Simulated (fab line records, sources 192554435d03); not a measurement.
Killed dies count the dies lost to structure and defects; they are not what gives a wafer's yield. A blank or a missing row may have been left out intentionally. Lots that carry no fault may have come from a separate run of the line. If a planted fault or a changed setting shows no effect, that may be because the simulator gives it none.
Which of the tools did it?    flow n5 finfet    22 lots, 66 wafers sampled, at 6 steps of a route of 1938

WHAT THE GAUGES READ, wafer by wafer
The record holds no reading of a measuring or inspecting step that can be judged against a usual standard deviation.

WHAT TOOL EACH LOT RAN ON (gives the tool, then ch and the chambers of the sampled wafers, and finally the start)
lot   N5_PMOS_HMC_CHANNEL_EPI_CMP_21  N5_FIN_SAQP_STRIP_55               N5_FIN_SAQP_MANDREL2_REMOVE_60   N5_FIN_SAQP_HM_OPEN_33             N5_FIN_SAQP_STRIP_77               N5_FIN_SAQP_HM_CD_35
L074  cmp-02 ch 0,1,2, day 1 19:55    rie diel-03 ch 1,2,3, day 1 22:51  rie si-06 ch 0,1, day 2 02:00    rie diel-03 ch 0,1,3, day 2 02:10  rie diel-03 ch 0,1,3, day 2 02:15  cd sem-01, day 2 02:23
L076  cmp-03 ch 0,1,3, day 2 07:31    rie diel-03 ch 0,2, day 2 10:36    rie si-03 ch 0,1,3, day 2 13:40  rie diel-03 ch 0,2, day 2 13:52    rie diel-03 ch 0,2, day 2 13:58    cd sem-02, day 2 14:05
L077  cmp-04 ch 1,2,3, day 2 14:37    rie diel-05 ch 0,2,3, day 2 18:05  rie si-01 ch 0,1,2, day 2 21:18  rie diel-05 ch 1,2,3, day 2 21:28  rie diel-05 ch 1,2,3, day 2 21:33  cd sem-01, day 2 21:40
L078  cmp-04 ch 1,2, day 2 19:49      rie diel-06 ch 1,2, day 2 22:44    rie si-01 ch 1,3, day 3 03:20    rie diel-03 ch 1,2,3, day 3 03:29  rie diel-03 ch 1,2,3, day 3 03:35  cd sem-02, day 3 03:43
L079  cmp-02 ch 0,1, day 3 01:37      rie diel-03 ch 0,2,3, day 3 04:38  rie si-01 ch 0,1,3, day 3 08:03  rie diel-03 ch 0,1,2, day 3 08:13  rie diel-03 ch 0,1,2, day 3 08:18  cd sem-02, day 3 08:26
L080  cmp-03 ch 0,1,2, day 3 09:20    rie diel-06 ch 0,1,2, day 3 12:05  rie si-01 ch 1,2,3, day 3 15:37  rie diel-03 ch 0,1,2, day 3 15:47  rie diel-03 ch 0,1,2, day 3 15:52  cd sem-02, day 3 16:00
L081  cmp-04 ch 1,2,3, day 3 14:40    rie diel-05 ch 0,1,3, day 3 17:19  rie si-06 ch 0,2, day 3 20:28    rie diel-03 ch 1,2, day 3 20:37    rie diel-03 ch 1,2, day 3 20:43    cd sem-02, day 3 20:50
L082  cmp-04 ch 1,2,3, day 3 20:27    rie diel-03 ch 1,2, day 3 23:10    rie si-03 ch 1,2, day 4 02:16    rie diel-03 ch 0,1,2, day 4 02:25  rie diel-03 ch 0,1,2, day 4 02:31  cd sem-01, day 4 02:38
L083  cmp-04 ch 0,1,3, day 4 01:30    rie diel-05 ch 1,2,3, day 4 04:04  rie si-06 ch 0,1,3, day 4 07:20  rie diel-03 ch 0,1, day 4 07:32    rie diel-03 ch 0,1, day 4 07:37    cd sem-01, day 4 07:44
L084  cmp-04 ch 1,2,3, day 4 07:58    rie diel-05 ch 1,2,3, day 4 10:33  rie si-03 ch 0,1,2, day 4 13:38  rie diel-03 ch 0,1,2, day 4 13:48  rie diel-03 ch 0,1,2, day 4 13:53  cd sem-01, day 4 14:01
L085  cmp-04 ch 2,3, day 4 14:00      rie diel-05 ch 0,2,3, day 4 16:44  rie si-03 ch 2,3, day 4 20:05    rie diel-06 ch 0,2,3, day 4 20:14  rie diel-06 ch 0,2,3, day 4 20:20  cd sem-03, day 4 20:28
L086  cmp-04 ch 0,1,2, day 4 19:52    rie diel-05 ch 0,1,2, day 5 00:43  rie si-01 ch 0,3, day 5 05:47    rie diel-06 ch 0,2,3, day 5 05:59  rie diel-06 ch 0,2,3, day 5 06:05  cd sem-01, day 5 06:11
L087  cmp-03 ch 1,2, day 5 01:46      rie diel-03 ch 1,2, day 5 06:08    rie si-06 ch 0,1,3, day 5 09:18  rie diel-06 ch 0,2, day 5 09:33    rie diel-06 ch 0,2, day 5 09:38    cd sem-03, day 5 09:46
L088  cmp-04 ch 1,2, day 5 08:06      rie diel-06 ch 0,2,3, day 5 10:46  rie si-01 ch 0,1,3, day 5 13:52  rie diel-06 ch 2,3, day 5 14:02    rie diel-06 ch 2,3, day 5 14:08    cd sem-02, day 5 14:16
L089  cmp-04 ch 0,1,3, day 5 14:05    rie diel-05 ch 0,1,3, day 5 16:32  rie si-01 ch 0,1,2, day 5 19:35  rie diel-06 ch 0,1,2, day 5 19:45  rie diel-06 ch 0,1,2, day 5 19:51  cd sem-03, day 5 19:58
L090  cmp-03 ch 1,2,3, day 5 21:47    rie diel-06 ch 1,2, day 6 01:32    rie si-01 ch 0,1,3, day 6 05:50  rie diel-03 ch 0,3, day 6 06:02    rie diel-03 ch 0,3, day 6 06:08    cd sem-03, day 6 06:15
L091  cmp-04 ch 0,2,3, day 6 01:58    rie diel-06 ch 0,1,2, day 6 05:23  rie si-03 ch 0,1,2, day 6 08:56  rie diel-06 ch 0,2, day 6 09:30    rie diel-06 ch 0,2, day 6 09:35    cd sem-01, day 6 09:43
L092  cmp-04 ch 0,1,3, day 6 09:06    rie diel-03 ch 0,1,3, day 6 12:37  rie si-06 ch 0,1,2, day 6 15:59  rie diel-03 ch 0,2,3, day 6 16:08  rie diel-03 ch 0,2,3, day 6 16:14  cd sem-03, day 6 16:22
L093  cmp-03 ch 0,1, day 6 15:52      rie diel-03 ch 0,2,3, day 6 18:44  rie si-03 ch 1,2, day 6 23:01    rie diel-06 ch 0,1,2, day 6 23:19  rie diel-06 ch 0,1,2, day 6 23:25  cd sem-03, day 6 23:32
L094  cmp-04 ch 0,1, day 6 21:18      rie diel-06 ch 1,2, day 7 00:13    rie si-03 ch 0,2,3, day 7 03:30  rie diel-03 ch 0,2, day 7 03:47    rie diel-03 ch 0,2, day 7 03:53    cd sem-02, day 7 04:00
L095  cmp-03 ch 1,3, day 7 03:07      rie diel-03 ch 0,2, day 7 05:48    rie si-03 ch 1,2, day 7 10:10    rie diel-03 ch 0,3, day 7 10:20    rie diel-03 ch 0,3, day 7 10:25    cd sem-02, day 7 10:33
L096  cmp-03 ch 0,1,3, day 7 09:41    rie diel-03 ch 0,1,2, day 7 14:01  rie si-01 ch 0,2,3, day 7 17:28  rie diel-03 ch 1,3, day 7 17:56    rie diel-03 ch 1,3, day 7 18:02    cd sem-01, day 7 18:09
- N5_PMOS_HMC_CHANNEL_EPI_CMP_21: polishes SiGe30, target thk 54 nm.
- N5_FIN_SAQP_STRIP_55: strips in N2/H2.
- N5_FIN_SAQP_MANDREL2_REMOVE_60: chemistry HBr/Cl2/O2, target a-Si, stops on SiNx, bt time 10 s.
- N5_FIN_SAQP_HM_OPEN_33: chemistry CH3F/O2, target SiNx, target depth 49.4 nm, time 70.6 s.
- N5_FIN_SAQP_STRIP_77: strips in N2/H2, time 90 s.
- N5_FIN_SAQP_HM_CD_35: target cd 8 nm.

AS READ BY THE TOOLS THEMSELVES (means over the sampled wafers that have a number; for cases with no such wafer, the mark the record gives instead)
N5_PMOS_HMC_CHANNEL_EPI_CMP_21. Usual: motor current A 12.4 A, standard deviation 0.93; pad life wafers 672, standard deviation 560; retaining ring pressure frac 1.001, standard deviation 0.0048; slurry flow ml min 150.0, standard deviation 0.45.
lot   tool    motor current A (A)  pad life wafers  retaining ring pressure frac  slurry flow ml min  flag
L074  cmp-02  12.3                 764              1.002                         150.3               
L076  cmp-03  12.6                 332              0.996                         149.7               
L077  cmp-04  12.5                 2036             1.001                         150.0               
L078  cmp-04  13.0                 2078             0.997                         149.9               
L079  cmp-02  12.7                 1002             1.007                         149.4               
L080  cmp-03  11.9                 523              0.997                         149.8               
L081  cmp-04  12.3                 8                1.005                         149.8               
L082  cmp-04  12.7                 49               0.999                         150.3               
L083  cmp-04  12.5                 79               1.002                         150.1               
L084  cmp-04  12.4                 128              1.004                         149.9               
L085  cmp-04  12.7                 170              1.003                         150.3               
L086  cmp-04  12.1                 206              0.998                         150.3               
L087  cmp-03  11.4                 806              1.003                         149.2               
L088  cmp-04  13.3                 290              1.004                         149.6               
L089  cmp-04  12.2                 345              1.000                         150.1               
L090  cmp-03  12.8                 980              1.001                         150.4               
L091  cmp-04  12.1                 440              0.998                         149.9               
L092  cmp-04  12.3                 530              0.998                         149.9               
L093  cmp-03  12.3                 1044             0.996                         150.3               
L094  cmp-04  12.5                 624              1.002                         150.3               
L095  cmp-03  13.1                 1081             0.996                         149.7               
L096  cmp-03  12.6                 1148             0.999                         150.0               

N5_FIN_SAQP_STRIP_55. Usual: drypump motor current A 5.8 A, standard deviation 0.35; oes product au 0.75 a.u., standard deviation 0.076; rf vpp V 121.7 V, standard deviation 1.7; showerhead plenum p Torr 3.30 Torr, standard deviation 0.14; throttle valve pct 19.0 %, standard deviation 0.34.
lot   tool         drypump motor current A (A)  oes product au (a.u.)  rf vpp V (V)  showerhead plenum p Torr (Torr)  throttle valve pct (%)  flag
L074  rie diel-03  6.1                          0.78                   123.4         3.38                             19.1                    
L076  rie diel-03  5.8                          0.77                   121.5         3.28                             18.7                    
L077  rie diel-05  5.5                          0.72                   120.7         3.19                             19.0                    
L078  rie diel-06  5.7                          0.70                   122.1         3.23                             19.4                    
L079  rie diel-03  5.9                          0.77                   121.9         3.34                             18.8                    
L080  rie diel-06  5.8                          0.75                   121.4         3.26                             19.1                    
L081  rie diel-05  5.7                          0.71                   122.6         3.20                             18.8                    
L082  rie diel-03  6.0                          0.73                   120.9         3.35                             19.4                    
L083  rie diel-05  5.7                          0.70                   121.5         3.19                             18.6                    
L084  rie diel-05  5.7                          0.70                   120.9         3.19                             18.6                    
L085  rie diel-05  5.5                          0.70                   121.5         3.18                             19.0                    
L086  rie diel-05  5.6                          0.70                   121.2         3.19                             19.0                    
L087  rie diel-03  6.1                          0.74                   121.5         3.23                             19.2                    
L088  rie diel-06  6.2                          0.75                   122.1         3.30                             19.0                    
L089  rie diel-05  5.7                          0.71                   121.0         3.19                             18.9                    
L090  rie diel-06  5.7                          0.88                   122.6         3.49                             19.2                    
L091  rie diel-06  5.8                          0.84                   122.1         3.38                             19.1                    
L092  rie diel-03  5.9                          0.72                   122.0         3.44                             19.0                    
L093  rie diel-03  6.0                          0.76                   121.9         3.32                             18.9                    
L094  rie diel-06  5.7                          0.85                   123.5         3.48                             19.3                    
L095  rie diel-03  6.0                          0.74                   120.3         3.18                             18.9                    
L096  rie diel-03  5.9                          0.81                   121.6         3.29                             19.0                    

N5_FIN_SAQP_MANDREL2_REMOVE_60. Usual: bias w 21.99 W, standard deviation 0.061; drypump motor current A 5.5 A, standard deviation 0.55; oes product au 0.994 a.u., standard deviation 0.013; throttle valve pct 36.84 %, standard deviation 0.21.
lot   tool       bias w (W)  drypump motor current A (A)  oes product au (a.u.)  throttle valve pct (%)  flag
L074  rie si-06  21.91       5.0                          1.003                  36.63                   
L076  rie si-03  21.98       6.0                          0.998                  36.89                   
L077  rie si-01  21.96       5.6                          0.984                  36.90                   
L078  rie si-01  22.02       5.4                          0.999                  36.82                   
L079  rie si-01  22.02       5.4                          0.999                  36.76                   
L080  rie si-01  21.92       5.6                          0.988                  36.95                   
L081  rie si-06  21.95       5.1                          0.993                  36.83                   
L082  rie si-03  21.98       5.4                          0.992                  36.75                   
L083  rie si-06  21.92       5.2                          0.996                  36.73                   
L084  rie si-03  22.04       5.7                          0.994                  36.83                   
L085  rie si-03  22.02       5.6                          1.005                  37.07                   
L086  rie si-01  22.02       4.9                          0.981                  36.67                   
L087  rie si-06  21.99       5.2                          0.997                  36.74                   
L088  rie si-01  21.99       5.4                          0.992                  36.77                   
L089  rie si-01  22.08       5.6                          0.996                  36.89                   
L090  rie si-01  22.02       5.4                          1.000                  36.77                   
L091  rie si-03  22.01       5.7                          0.998                  36.83                   
L092  rie si-06  22.02       5.2                          0.994                  36.68                   
L093  rie si-03  21.99       5.3                          0.991                  36.87                   
L094  rie si-03  22.02       5.9                          1.006                  37.02                   
L095  rie si-03  21.98       5.3                          0.998                  36.88                   
L096  rie si-01  21.94       5.1                          0.990                  36.83                   

N5_FIN_SAQP_HM_OPEN_33. Usual: bias w 73.00 W, standard deviation 0.21; drypump motor current A 5.9 A, standard deviation 0.32; etch rf on time s 69.9 s, standard deviation 1.3; oes product au 0.65 a.u., standard deviation 0.063; rf vpp V 296.0 V, standard deviation 2.8; showerhead plenum p Torr 1.98 Torr, standard deviation 0.086; throttle valve pct 16.44 %, standard deviation 0.23.
lot   tool         bias w (W)  drypump motor current A (A)  etch rf on time s (s)  oes product au (a.u.)  rf vpp V (V)  showerhead plenum p Torr (Torr)  throttle valve pct (%)  flag
L074  rie diel-03  73.15       5.9                          69.9                   0.65                   296.7         2.06                             16.51                   
L076  rie diel-03  72.97       6.0                          70.1                   0.67                   295.9         1.90                             16.40                   
L077  rie diel-05  72.96       5.7                          69.0                   0.61                   295.6         1.90                             16.30                   
L078  rie diel-03  73.03       6.1                          70.5                   0.65                   296.9         2.01                             16.62                   
L079  rie diel-03  72.84       5.8                          70.6                   0.63                   296.3         1.97                             16.52                   
L080  rie diel-03  73.01       5.9                          69.7                   0.63                   296.2         1.97                             16.52                   
L081  rie diel-03  72.86       6.0                          71.1                   0.62                   296.8         1.99                             16.73                   
L082  rie diel-03  72.96       5.9                          70.2                   0.63                   297.2         1.97                             16.52                   
L083  rie diel-03  72.88       5.8                          70.5                   0.60                   296.6         2.04                             16.65                   
L084  rie diel-03  73.04       5.9                          71.5                   0.62                   296.0         1.97                             16.54                   
L085  rie diel-06  73.10       6.2                          69.0                   0.65                   295.7         1.96                             16.35                   
L086  rie diel-06  73.17       6.1                          69.4                   0.64                   295.1         1.96                             16.35                   
L087  rie diel-06  73.05       6.0                          69.0                   0.69                   291.0         1.95                             16.23                   
L088  rie diel-06  73.05       6.3                          69.6                   0.59                   295.5         1.97                             16.48                   
L089  rie diel-06  72.82       5.8                          69.0                   0.73                   293.8         2.01                             16.22                   
L090  rie diel-03  73.08       5.7                          70.2                   0.64                   296.3         2.02                             16.36                   
L091  rie diel-06  73.08       6.1                          69.9                   0.63                   291.8         1.96                             16.36                   
L092  rie diel-03  72.88       5.9                          69.9                   0.65                   296.2         1.98                             16.47                   
L093  rie diel-06  72.78       5.8                          70.5                   0.69                   293.4         2.01                             16.24                   
L094  rie diel-03  73.05       5.9                          70.1                   0.63                   296.2         1.89                             16.48                   
L095  rie diel-03  73.01       5.9                          68.8                   0.65                   297.5         2.07                             16.49                   
L096  rie diel-03  73.07       6.1                          69.4                   0.73                   297.8         2.09                             16.55                   

N5_FIN_SAQP_STRIP_77. Usual: drypump motor current A 6.0 A, standard deviation 0.32; oes product au 0.76 a.u., standard deviation 0.075; rf vpp V 45.2 V, standard deviation 0.83; showerhead plenum p Torr 3.35 Torr, standard deviation 0.14; throttle valve pct 12.32 %, standard deviation 0.24.
lot   tool         drypump motor current A (A)  oes product au (a.u.)  rf vpp V (V)  showerhead plenum p Torr (Torr)  throttle valve pct (%)  flag
L074  rie diel-03  5.9                          0.76                   46.0          3.47                             12.35                   
L076  rie diel-03  6.0                          0.78                   45.5          3.22                             12.24                   
L077  rie diel-05  5.7                          0.71                   45.2          3.21                             12.20                   
L078  rie diel-03  6.1                          0.77                   45.2          3.40                             12.44                   
L079  rie diel-03  5.9                          0.74                   45.3          3.33                             12.41                   
L080  rie diel-03  5.9                          0.74                   46.0          3.33                             12.41                   
L081  rie diel-03  6.0                          0.72                   45.0          3.37                             12.64                   
L082  rie diel-03  5.9                          0.74                   44.3          3.33                             12.42                   
L083  rie diel-03  5.8                          0.70                   46.2          3.44                             12.57                   
L084  rie diel-03  5.8                          0.74                   45.2          3.33                             12.43                   
L085  rie diel-06  6.2                          0.75                   45.9          3.33                             12.29                   
L086  rie diel-06  6.2                          0.75                   45.8          3.32                             12.31                   
L087  rie diel-06  6.0                          0.80                   44.8          3.30                             12.14                   
L088  rie diel-06  6.4                          0.69                   44.3          3.34                             12.47                   
L089  rie diel-06  5.8                          0.85                   45.6          3.41                             12.15                   
L090  rie diel-03  5.7                          0.74                   46.1          3.42                             12.22                   
L091  rie diel-06  6.1                          0.74                   45.0          3.32                             12.33                   
L092  rie diel-03  5.9                          0.76                   45.0          3.34                             12.31                   
L093  rie diel-06  5.8                          0.82                   46.0          3.40                             12.19                   
L094  rie diel-03  6.0                          0.74                   45.6          3.20                             12.35                   
L095  rie diel-03  6.0                          0.75                   45.9          3.47                             12.29                   
L096  rie diel-03  6.1                          0.85                   45.2          3.51                             12.30                   

N5_FIN_SAQP_HM_CD_35. Usual: cd nm reads 8.12 nm (standard deviation 0.2).
lot   tool       cd nm (nm)  flag
L074  cd sem-01  8.25        
L076  cd sem-02  8.06        
L077  cd sem-01  8.28        
L078  cd sem-02  8.06        
L079  cd sem-02  8.26        
L080  cd sem-02  8.11        
L081  cd sem-02  8.25        
L082  cd sem-01  7.90        
L083  cd sem-01  8.19        
L084  cd sem-01  7.96        
L085  cd sem-03  7.96        
L086  cd sem-01  8.25        
L087  cd sem-03  8.08        
L088  cd sem-02  8.17        
L089  cd sem-03  8.11        
L090  cd sem-03  8.31        
L091  cd sem-01  7.89        
L092  cd sem-03  7.97        
L093  cd sem-03  8.04        
L094  cd sem-02  8.28        
L095  cd sem-02  8.11        
L096  cd sem-01  8.20        

THE ANSWER, worked out from the rows above alone
Rule: take the mean of a lot's wafers that have a number; if it is more than 3 standard deviations from the usual mean, the lot is off. A lot without any number at a reading at which 4 lots or more have one is off too. All remaining lots with rows at the step are treated as sound. After the gauges, taken in route order, come the tools' own readings; for these a lot's mean is taken, as printed above. The first step at which some lot is off is used, and at that step the reading that is off furthest; a lot without a number counts as furthest.
None of the lots is off at any reading shown; this tells nothing.

WHAT HAD BEEN PUT IN BY THE SIMULATOR
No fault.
